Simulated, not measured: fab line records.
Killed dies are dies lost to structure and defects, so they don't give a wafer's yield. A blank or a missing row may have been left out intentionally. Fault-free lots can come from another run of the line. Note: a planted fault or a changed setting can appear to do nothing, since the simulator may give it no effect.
fab line records | flow n5Finfet
record lots=7 wafers=21
route steps=1938 shown BEOL_M9@1411 BEOL_M10@1512 BEOL_M12@1636
startH: hours from the record's first day to the start of the lot's first wafer shown | waitH: time in hours since the lot's previous step | " the same as in the row above | L1.1+2: several wafers, shown together as one row | - no value present, or no start provided | * or withheld: withheld | < > ~ a bound
route shown NAME@n: a module of which the file shows steps, and the number in the route of the first | usual: average and standard deviation across the fault-free wafers | same: alike in all rows | chamber/n: place in a boat | sites: each site's reading | _std_site: their standard deviation | _edge_site: outer sites' mean less inner sites' | radiusMm: for every site, how far away it sits from the centre of the wafer | mask NAME#n: copy n | behind: the tool/chamber that last shaped the wafer | hold: reason for holding the lot/hours on hold/outcome of the hold | device: the n, p or np transistor that did not switch | end of line: the same wafers' tests at the end of the route | for a step that has no rows: nothing shown but its recipe | killed: the dies lost at the first sort to structure and to defects; this is not the yield of the wafer | map: a wafer's dies, marking killed ones x, the rest . and places with no die _
set.NAME: setting as actually run; set.NAME@STEP: the setting as run at that earlier step | model.NAME: the simulator's own value behind a step, which no gauge read
one table per step and one row per wafer, for lots whose settings were changed on purpose
## steps
# step N5_BEOL_M9_EXPOSE_08
# recipe maskId=M9 na=1.35 sourceShape=dipole sigmaInner=0.411 sigmaOuter=0.611 polarization=te doseMj=53.75
# columns lot.wafer tool chamber startH waitH mask set.doseMj
L074.1+4 arfiScanner-01 0 207.64 - M9#0 53.75
L074.3 " 0 " " M9#0 50.04
L077.1 arfiScanner-02 0 212.88 - M9#0 57.26
L077.4+5 " 0 " " M9#0 53.75
L076.1+3+6 arfiScanner-01 0 213.12 - M9#0 53.75
L086.1+5+6 arfiScanner-01 0 270.60 - M9#0 53.75
L088.1+3+6 arfiScanner-01 0 290.67 - M9#0 53.75
L094.1+4+5 arfiScanner-02 0 327.23 - M9#0 53.75
L096.1 arfiScanner-01 0 359.76 - M9#0 51.59
L096.3+6 " 0 " " M9#0 53.75
# step N5_BEOL_M9_PEB_09
# recipe pebTempC=withheld pebTimeS=60 resist=CAR-ArF
# step N5_BEOL_M9_DEVELOP_10
# recipe developTimeS=30 developer=TMAH resist=CAR-ArF rinseLiquid=diw dry=airSpin devTempC=23
# step N5_BEOL_M9_CD_MEAS_11
# recipe targetCdNm=64.1 landingEnergyEv=500 detector=seInlens polarity=opening
# usual cdNm=64.2/0.45
# columns lot.wafer tool chamber startH waitH set.doseMj@BEOL_M9_EXPOSE_08 cdNm
L074.1 cdSem-01 0 207.77 - 53.75 64.3
L074.3 " 0 " " 50.04 60.3
L074.4 " 0 " " 53.75 64.6
L077.1 cdSem-01 0 213.01 - 57.26 67.3
L077.4 " 0 " " 53.75 63.6
L077.5 " 0 " " 53.75 63.5
L076.1 cdSem-01 0 213.25 - 53.75 64.7
L076.3 " 0 " " 53.75 64.1
L076.6 " 0 " " 53.75 64.5
L086.1 cdSem-02 0 270.73 - 53.75 63.4
L086.5 " 0 " " 53.75 63.8
L086.6 " 0 " " 53.75 63.7
L088.1 cdSem-02 0 290.80 - 53.75 64.6
L088.3 " 0 " " 53.75 63.7
L088.6 " 0 " " 53.75 64.6
L094.1 cdSem-02 0 327.36 - 53.75 63.7
L094.4 " 0 " " 53.75 63.8
L094.5 " 0 " " 53.75 63.8
L096.1 cdSem-01 0 359.89 - 51.59 62.1
L096.3 " 0 " " 53.75 64.1
L096.6 " 0 " " 53.75 63.5
# step N5_BEOL_M9_DESCUM_16
# recipe chemistry=O2 timeS=7.9 sourcePowerW=50 biasPowerW=20 pressureMtorr=20 rfFrequencyHz=2.712e+07 tempC=40 resist=CAR-ArF o2FlowSccm=225
# step N5_BEOL_M9_ETCH_61
# recipe chemistry=CF4 target=SiARC targetDepthA=390 maskMaterial=CAR-ArF timeS=65 ionEnergyEv=80 pressureMtorr=40 sourceW=545 biasW=36 Ar_flow_sccm=100 cf4FlowSccm=100 ends=cleared
# columns lot.wafer tool chamber startH waitH set.doseMj@BEOL_M9_EXPOSE_08 model.BEOL_M9.cdOffsetNm
L074.1 rieDiel-04 2 208.05 0.0 53.75 0.4
L074.3 " 0 " " 50.04 -3.4
L074.4 " 3 " " 53.75 0.6
L077.1 rieDiel-06 1 213.13 0.0 57.26 3.2
L077.4 " 2 " " 53.75 -0.6
L077.5 " 3 " " 53.75 -0.4
L076.1 rieDiel-04 0 213.38 0.0 53.75 0.8
L076.3 " 3 " " 53.75 -0.2
L076.6 " 1 " " 53.75 0.2
L086.1 rieDiel-04 2 270.85 0.0 53.75 -0.6
L086.5+6 " 1,0 " " 53.75 -0.4
L088.1 rieDiel-05 1 291.57 0.0 53.75 0.4
L088.3 " 3 " " 53.75 0
L088.6 " 1 " " 53.75 0.6
L094.1+5 rieDiel-05 3,1 327.68 0.0 53.75 0
L094.4 " 0 " " 53.75 -0.2
L096.1 rieDiel-04 0 360.02 0.0 51.59 -2
L096.3 " 3 " " 53.75 -0.4
L096.6 " 2 " " 53.75 -0.6
# step N5_BEOL_M9_ETCH_62
# recipe chemistry=N2/H2 target=SOC targetDepthA=1100 overetchA=220 maskMaterial=SiARC tempC=40 timeS=165 ionEnergyEv=200 pressureMtorr=30 sourceW=840 biasW=150 n2FlowSccm=200 h2FlowSccm=200
# usual rfVppV=523.5/2.4
# columns lot.wafer tool chamber startH waitH set.sourceW set.doseMj@BEOL_M9_EXPOSE_08 rfVppV model.BEOL_M9.cdOffsetNm
L074.1 rieDiel-04 2 208.10 0.0 840 53.75 522.4 0.2
L074.3 " 0 " " 840 50.04 522.5 -3.4
L074.4 " 3 " " 739.8 53.75 546.5 0.4
L077.1 rieDiel-06 1 213.18 0.0 883.8 57.26 512.3 3.4
L077.4 " 2 " " 883.8 53.75 518.7 -0.2
L077.5 " 3 " " 840 53.75 527.5 -0.4
L076.1 rieDiel-04 0 213.43 0.0 908.1 53.75 509.4 1
L076.3 " 3 " " 840 53.75 523.9 0.2
L076.6 " 1 " " 908.1 53.75 512.3 0.8
L086.1 rieDiel-04 2 270.90 0.0 754.9 53.75 540.3 -1.2
L086.5 " 1 " " 840 53.75 525.1 -0.4
L086.6 " 0 " " 840 53.75 521.5 -0.4
L088.1 rieDiel-05 1 291.62 0.0 840 53.75 519.8 0.4
L088.3 " 3 " " 840 53.75 520.3 0
L088.6 " 1 " " 989.1 53.75 493.9 0.8
L094.1 rieDiel-05 3 327.73 0.0 840 53.75 522.2 0
L094.4 " 0 " " 840 53.75 524.6 -0.2
L094.5 " 1 " " 840 53.75 518.8 0
L096.1 rieDiel-04 0 360.07 0.0 840 51.59 520.5 -2
L096.3 " 3 " " 840 53.75 524.1 -0.6
L096.6 " 2 " " 840 53.75 521.0 -0.6
# step N5_BEOL_M9_STRIP_68
# recipe chemistry=N2/H2 tempC=40 n2FlowSccm=200 h2FlowSccm=200 rfFrequencyHz=6e+07
# step N5_BEOL_M9_STRIP_67
# recipe chemistry=CF4 resist=SiARC powerW=300 biasPowerW=75 pressureMtorr=50 cf4FlowSccm=150 rfFrequencyHz=6e+07
# step N5_BEOL_M9_HM_OPEN_17
# recipe chemistry=Cl2/BCl3 targetDepthA=200 overetchA=60 target=TiN maskMaterial=SOC ionEnergyEv=150 pressureMtorr=10 icpW=1000 biasW=126 Cl2_flow_sccm=53.25 bcl3FlowSccm=21.75 Ar_flow_sccm=25
# step N5_BEOL_M9_STRIP_19
# recipe chemistry=O2 powerW=400 tempC=40 pressureMtorr=30 rfFrequencyHz=6e+07 biasPowerW=0 overashFraction=0.2 o2FlowSccm=225
# step N5_BEOL_M9_CD_MEAS_18
# recipe pitchNm=140 targetCdNm=70
# usual cdNm=70.1/0.54
# columns lot.wafer tool chamber startH waitH set.doseMj@BEOL_M9_EXPOSE_08 cdNm
L074.1 cdSem-02 - 208.47 0.0 53.75 70.3
L074.3 " - " " 50.04 66.5
L074.4 " - " " 53.75 70.4
L077.1 cdSem-02 - 213.55 0.0 57.26 73.7
L077.4 " - " " 53.75 69.8
L077.5 " - " " 53.75 69.8
L076.1 cdSem-03 - 213.81 0.0 53.75 70.8
L076.3 " - " " 53.75 70.1
L076.6 " - " " 53.75 70.3
L086.1 cdSem-03 - 271.28 0.1 53.75 68.8
L086.5 " - " " 53.75 69.8
L086.6 " - " " 53.75 69.5
L088.1 cdSem-02 - 292.18 0.0 53.75 70.1
L088.3 " - " " 53.75 70.2
L088.6 " - " " 53.75 71.4
L094.1 cdSem-03 - 328.13 0.0 53.75 70.1
L094.4 " - " " 53.75 70.0
L094.5 " - " " 53.75 70.1
L096.1 cdSem-02 - 360.45 0.0 51.59 68.0
L096.3 " - " " 53.75 69.6
L096.6 " - " " 53.75 68.9
# step N5_BEOL_M9_COAT_63
# recipe resist=SOC tempC=250 timeS=60 spinRpm=1500 resistThkNm=60
# step N5_BEOL_M9_COAT_64
# recipe resist=SiARC tempC=220 timeS=60 spinRpm=1500 resistThkNm=12
# step N5_BEOL_M9_PRECLEAN_42
# recipe chemistry=residueRemover timeS=60 tempC=40
# step N5_BEOL_M9_SRD_43
# recipe timeS=30 tempC=23 rinseLiquid=diw dry=ipaMarangoni
# step N5_BEOL_M9_CD_MEAS_35
# recipe targetCdNm=70 targetCdYNm=40 polarity=opening
# usual cdNm=70.1/0.51
# columns lot.wafer tool chamber startH waitH set.doseMj@BEOL_M9_EXPOSE_08 cdNm
L074.1 cdSem-01 - 209.55 0.0 53.75 70.4
L074.3 " - " " 50.04 66.9
L074.4 " - " " 53.75 70.6
L077.1 cdSem-01 - 214.60 0.0 57.26 74.1
L077.4 " - " " 53.75 70.2
L077.5 " - " " 53.75 69.7
L076.1 cdSem-02 - 215.02 0.0 53.75 71.0
L076.3 " - " " 53.75 70.4
L076.6 " - " " 53.75 70.8
L086.1 cdSem-01 - 273.14 0.0 53.75 69.0
L086.5 " - " " 53.75 69.3
L086.6 " - " " 53.75 69.6
L088.1 cdSem-02 - 294.31 0.0 53.75 70.8
L088.3 " - " " 53.75 70.0
L088.6 " - " " 53.75 70.7
L094.1 cdSem-01 - 331.03 0.0 53.75 70.2
L094.4 " - " " 53.75 70.0
L094.5 " - " " 53.75 69.7
L096.1 cdSem-02 - 361.62 0.0 51.59 67.9
L096.3 " - " " 53.75 69.8
L096.6 " - " " 53.75 69.6
# step N5_BEOL_M10_TRENCH_ETCH_37
# recipe chemistry=C4F6/O2 targetDepthA=1488.3 target=SiCOH_lowk timeS=48 ionEnergyEv=250 pressureMtorr=30 sourceW=345 biasW=185 Ar_flow_sccm=300 C4F6_flow_sccm=10 O2_flow_sccm=10
# columns lot.wafer tool chamber startH waitH set.timeS model.etch.depthNm model.BEOL_M10.featureDepthNm
L074.1 rieDiel-01 0 - - 53.51 168.6 168.6
L074.3 " 1 " " 48 150.2 150.2
L074.4 " 2 " " 48 149.6 149.6
L077.1+5 rieDiel-03 1 - - 39.65 122.8 122.8
L077.4 " 0 " " 39.65 123.3 123.2
L076.1 rieDiel-02 3 - - 48 149.3 149.4
L076.3 " 0 " " 44.32 139.7 139.8
L076.6 " 1 " " 44.32 137.1 137.2
L086.1 rieDiel-03 0 - - 45.12 140.3 140.2
L086.5 " 0 " " 48 149.1 149.2
L086.6 " 1 " " 45.12 139.3 139.4
L088.1+6 rieDiel-01 2 - - 48 150.3 150.4
L088.3 " 1 " " 48 149.8 149.8
L094.1 rieDiel-02 2 - - 48 148.4 148.4
L094.4 " 1 " " 48 148.7 148.8
L094.5 " 2 " " 48 149.8 149.8
L096.1 rieDiel-02 1 - - 48 147.8 147.8
L096.3 " 2 " " 48 148.3 148.2
L096.6 " 0 " " 48 149.8 149.8
# step N5_BEOL_M10_ETCH_41
# recipe chemistry=CH3F/O2 target=SiCN targetDepthA=426 taperDeg=2 timeS=86 ionEnergyEv=120 maskMaterial=TiN pressureMtorr=30 sourceW=395 biasW=75 Ar_flow_sccm=150 CH3F_flow_sccm=30 O2_flow_sccm=20
# step N5_BEOL_M10_STRIP_77
# recipe chemistry=N2/H2 timeS=10 powerW=450 tempC=40 pressureMtorr=20 rfFrequencyHz=6e+07 biasPowerW=7 n2FlowSccm=200 h2FlowSccm=200
# step N5_BEOL_M10_OCD_MEAS_38
# usual trenchDepthNm=149.2/1.4
# columns lot.wafer tool chamber startH waitH set.timeS@BEOL_M10_TRENCH_ETCH_37 trenchDepthNm
L074.1 ocd-01 - 217.07 - 53.51 168.1
L074.3 " - " " 48 150.6
L074.4 " - " " 48 149.6
L077.1 ocd-01 - 220.75 - 39.65 122.8
L077.4 " - " " 39.65 123.4
L077.5 " - " " 39.65 122.7
L076.1 ocd-01 - 220.92 - 48 148.7
L076.3 " - " " 44.32 139.7
L076.6 " - " " 44.32 137.3
L086.1 ocd-02 - 281.27 - 45.12 140.3
L086.5 " - " " 48 148.9
L086.6 " - " " 45.12 139.1
L088.1 ocd-01 - 300.90 - 48 150.1
L088.3 " - " " 48 149.9
L088.6 " - " " 48 150.1
L094.1 ocd-01 - 337.69 - 48 148.3
L094.4 " - " " 48 148.8
L094.5 " - " " 48 150.1
L096.1 ocd-02 - 368.90 - 48 147.7
L096.3 " - " " 48 148.5
L096.6 " - " " 48 149.7
# step N5_BEOL_M10_CMP_52
# recipe stopOn=SiCOH_lowk tOverpolishS=7 downForcePsi=1 platenRpm=50 clearingPlatenDownForcePsi=1.5 clearingPlatenRpm=50 postCmpClean=cuAlkaline targetThkNm=140 clearingPlatenPadVelocityMS=0.99484 padVelocityMS=0.99484
# columns lot.wafer tool chamber startH waitH set.platenRpm set.timeS@BEOL_M10_TRENCH_ETCH_37 model.Cu_of_BEOL_M10_ECD_50.thkNm
L074.3 cmp-04 0 219.51 0.2 50 48 142.4
L074.4 " 1 " " 50 48 138.8
L074.1 " 3 " " 50.39 53.51 159.6
L077.1 cmp-04 2 222.81 0.3 50 39.65 113.6
L077.4 " 3 " " 50 39.65 113.2
L077.5 " 0 " " 50 39.65 112.8
L076.3 cmp-02 1 223.29 0.2 50 44.32 129.6
L076.1 " 3 " " 51.35 48 139
L076.6 " 1 " " 51.35 44.32 126.2
L086.1 cmp-04 0 284.18 0.4 50.41 45.12 131.8
L086.5 " 1 " " 50 48 138.8
L086.6 " 2 " " 50.41 45.12 130
L088.1 cmp-03 3 302.82 0.3 50 48 141.6
L088.3 " 2 " " 50 48 141.4
L088.6 " 3 " " 50 48 139.8
L094.1 cmp-03 2 340.67 0.3 50 48 137.2
L094.4+5 " 0,2 " " 50 48 139.6
L096.3 cmp-03 2 372.78 0.2 50 48 139
L096.1 " 1 " " 50 48 137.8
L096.6 " 2 " " 50 48 139.8
# step N5_BEOL_M12_ETCH_67
# recipe chemistry=CF4 target=SiARC targetDepthA=1430 timeS=238.3 ionEnergyEv=80 pressureMtorr=40 sourceW=545 biasW=36 Ar_flow_sccm=100 cf4FlowSccm=100 ends=cleared
# usual etchRfOnTimeS=236.7/2.8 rfVppV=184.0/1.2
# columns lot.wafer tool chamber startH waitH set.sourceW etchRfOnTimeS rfVppV
L074.1 rieDiel-01 0 228.48 0.0 494.7 251.6 191.2
L074.3 " 2 " " 545 233.6 184.5
L074.4 " 0 " " 494.7 251.6 190.3
L077.1 rieDiel-03 0 231.71 0.0 545 239.3 184.3
L077.4 " 3 " " 545 233.6 182.6
L077.5 " 2 " " 545 238.3 183.0
L076.1 rieDiel-02 3 232.00 0.0 545 240.9 182.6
L076.3 " 2 " " 545 234.6 183.2
L076.6 " 1 " " 589.1 220.6 177.5
L086.1 rieDiel-03 1 295.32 0.0 545 240.1 183.0
L086.5 " 3 " " 545 236.6 183.1
L086.6 " 0 " " 545 239.4 184.9
L088.1 rieDiel-02 0 312.16 0.0 596.8 218.8 178.5
L088.3 " 1 " " 596.8 219.3 180.5
L088.6 " 0 " " 596.8 218.9 178.6
L094.1 rieDiel-01 1 350.57 0.0 545 234.6 183.0
L094.4 " 2 " " 545 234.4 183.6
L094.5 " 1 " " 545 233.1 182.9
L096.1 rieDiel-02 2 384.23 0.0 503 256.2 189.6
L096.3 " 1 " " 545 240.1 185.9
L096.6 " 1 " " 503 258.8 190.2
# step N5_BEOL_M12_TRENCH_ETCH_34
# recipe chemistry=C4F8/O2/Ar target=SiOC targetDepthA=3189.5 maskMaterial=SOC pressureMtorr=30 sourceW=3000 biasW=700 Ar_flow_sccm=400 C4F8_flow_sccm=15 O2_flow_sccm=8 heInnerTorr=15 heOuterTorr=30 timeS=125.5 ionEnergyEv=250
# columns lot.wafer tool chamber startH waitH set.timeS model.etch.depthNm
L074.1 rieDiel-01 0 228.80 0.0 134.3 348.4
L074.3 " 2 " " 134.3 340.8
L074.4 " 0 " " 125.5 320.5
L077.1 rieDiel-03 0 232.04 0.0 125.5 321.1
L077.4 " 3 " " 106 271.6
L077.5 " 2 " " 125.5 313.9
L076.1 rieDiel-02 3 232.32 0.0 125.5 315.9
L076.3 " 2 " " 125.5 315.8
L076.6 " 1 " " 117.3 297.3
L086.1 rieDiel-03 1 295.65 0.0 125.5 314.1
L086.5 " 3 " " 125.5 320.1
L086.6 " 0 " " 125.5 321.7
L088.1 rieDiel-02 0 312.48 0.0 137.8 347.1
L088.3 " 1 " " 137.8 345.7
L088.6 " 0 " " 125.5 312
L094.1 rieDiel-01 1 350.89 0.0 125.5 321.4
L094.4 " 2 " " 125.5 319
L094.5 " 1 " " 125.5 321.3
L096.1 rieDiel-02 2 384.56 0.0 146.7 374.1
L096.3 " 1 " " 125.5 318.8
L096.6 " 1 " " 125.5 319.3
# step N5_BEOL_M12_STRIP_70
# recipe chemistry=C4F8/O2/Ar resist=SiARC rfFrequencyHz=6e+07
# step N5_BEOL_M12_OCD_MEAS_35
# usual trenchDepthNm=319/3.5
# columns lot.wafer tool chamber startH waitH set.timeS@BEOL_M12_TRENCH_ETCH_34 trenchDepthNm
L074.1 ocd-02 - 228.96 0.0 134.3 348
L074.3 " - " " 134.3 341
L074.4 " - " " 125.5 321
L077.1 ocd-02 - 232.20 0.0 125.5 321
L077.4 " - " " 106 272
L077.5 " - " " 125.5 314
L076.1 ocd-02 - 232.48 0.0 125.5 316
L076.3 " - " " 125.5 316
L076.6 " - " " 117.3 298
L086.1 ocd-02 - 295.80 0.0 125.5 314
L086.5 " - " " 125.5 320
L086.6 " - " " 125.5 321
L088.1 ocd-01 - 312.64 0.0 137.8 347
L088.3 " - " " 137.8 345
L088.6 " - " " 125.5 312
L094.1 ocd-02 - 351.05 0.0 125.5 322
L094.4 " - " " 125.5 319
L094.5 " - " " 125.5 321
L096.1 ocd-02 - 384.71 0.0 146.7 374
L096.3 " - " " 125.5 319
L096.6 " - " " 125.5 319
# step N5_BEOL_M12_CMP_49
# recipe stopOn=SiOC tOverpolishS=20.6 downForcePsi=1 platenRpm=50 clearingPlatenDownForcePsi=1.5 clearingPlatenRpm=50 postCmpClean=cuAlkaline targetThkNm=320 clearingPlatenPadVelocityMS=0.99484 padVelocityMS=0.99484
# usual barrierFieldEndpointS=30.1/0.66
# columns lot.wafer tool chamber startH waitH set.downForcePsi set.timeS@BEOL_M12_TRENCH_ETCH_34 barrierFieldEndpointS model.Cu_of_BEOL_M12_ECD_47.thkNm
L074.4 cmp-02 2 231.94 0.1 1 125.5 30.3 319.6
L074.3 " 3 " " 1 134.3 29.2 340.2
L074.1 " 1 " " 1 134.3 30.0 349
L077.1 cmp-02 2 234.16 0.3 1 125.5 29.3 321.2
L077.4 " 3 " " 1 106 28.9 270.2
L077.5 " 1 " " 0.8046 125.5 36.1 314.4
L076.3 cmp-02 2 234.44 0.2 1 125.5 29.6 316.2
L076.1 " 1 " " 1 125.5 30.7 317
L076.6 " 3 " " 1 117.3 28.4 298.6
L086.1 cmp-01 1 298.68 0.3 1.187 125.5 25.9 312.2
L086.5 " 1 " " 1.187 125.5 26.3 320
L086.6 " 2 " " 1 125.5 29.3 322
L088.1 cmp-04 1 315.46 0.3 1 137.8 30.4 349
L088.3 " 2 " " 1.183 137.8 25.6 345.8
L088.6 " 2 " " 1 125.5 31.1 314.2
L094.1 cmp-01 2 353.45 0.3 1 125.5 30.0 324
L094.4 " 3 " " 1 125.5 30.2 320.2
L094.5 " 2 " " 1 125.5 30.3 322.6
L096.3 cmp-01 1 386.50 0.2 1.066 125.5 29.3 320
L096.1 " 3 " " 1.066 146.7 30.0 375
L096.6 " 0 " " 1 125.5 31.2 320.8
## key
split step=N5_BEOL_M9_EXPOSE_08 setting=doseMj stated=53.75 by=wafer
response step=N5_BEOL_M9_CD_MEAS_11 reading=cdNm change=+0.563 per=1% r=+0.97
response step=N5_BEOL_M9_ETCH_61 reading=model.BEOL_M9.cdOffsetNm change=+0.537 per=1% r=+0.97
response step=N5_BEOL_M9_ETCH_62 reading=model.BEOL_M9.cdOffsetNm change=+0.52 per=1% r=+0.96
response step=N5_BEOL_M9_CD_MEAS_18 reading=cdNm change=+0.532 per=1% r=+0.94
response step=N5_BEOL_M9_CD_MEAS_35 reading=cdNm change=+0.557 per=1% r=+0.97
split step=N5_BEOL_M9_ETCH_62 setting=sourceW stated=840 by=wafer
response step=N5_BEOL_M9_ETCH_62 reading=rfVppV change=-1.67 per=1% r=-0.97
split step=N5_BEOL_M10_TRENCH_ETCH_37 setting=timeS stated=48 by=wafer
response step=N5_BEOL_M10_TRENCH_ETCH_37 reading=model.etch.depthNm change=+1.56 per=1% r=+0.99
response step=N5_BEOL_M10_TRENCH_ETCH_37 reading=model.BEOL_M10.featureDepthNm change=+1.57 per=1% r=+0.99
response step=N5_BEOL_M10_OCD_MEAS_38 reading=trenchDepthNm change=+1.5 per=1% r=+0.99
response step=N5_BEOL_M10_CMP_52 reading=model.Cu_of_BEOL_M10_ECD_50.thkNm change=+1.55 per=1% r=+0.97
split step=N5_BEOL_M10_CMP_52 setting=platenRpm stated=50 by=wafer
response none clear
split step=N5_BEOL_M12_ETCH_67 setting=sourceW stated=545 by=wafer
response step=N5_BEOL_M12_ETCH_67 reading=etchRfOnTimeS change=* per=1% r=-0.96
response step=N5_BEOL_M12_ETCH_67 reading=rfVppV change=-0.627 per=1% r=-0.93
split step=N5_BEOL_M12_TRENCH_ETCH_34 setting=timeS stated=125.5 by=wafer
response step=N5_BEOL_M12_TRENCH_ETCH_34 reading=model.etch.depthNm change=+3.18 per=1% r=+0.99
response step=N5_BEOL_M12_OCD_MEAS_35 reading=trenchDepthNm change=+3.15 per=1% r=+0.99
response step=N5_BEOL_M12_CMP_49 reading=model.Cu_of_BEOL_M12_ECD_47.thkNm change=+3.19 per=1% r=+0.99
split step=N5_BEOL_M12_CMP_49 setting=downForcePsi stated=1 by=wafer
response step=N5_BEOL_M12_CMP_49 reading=barrierFieldEndpointS change=-0.272 per=1% r=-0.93
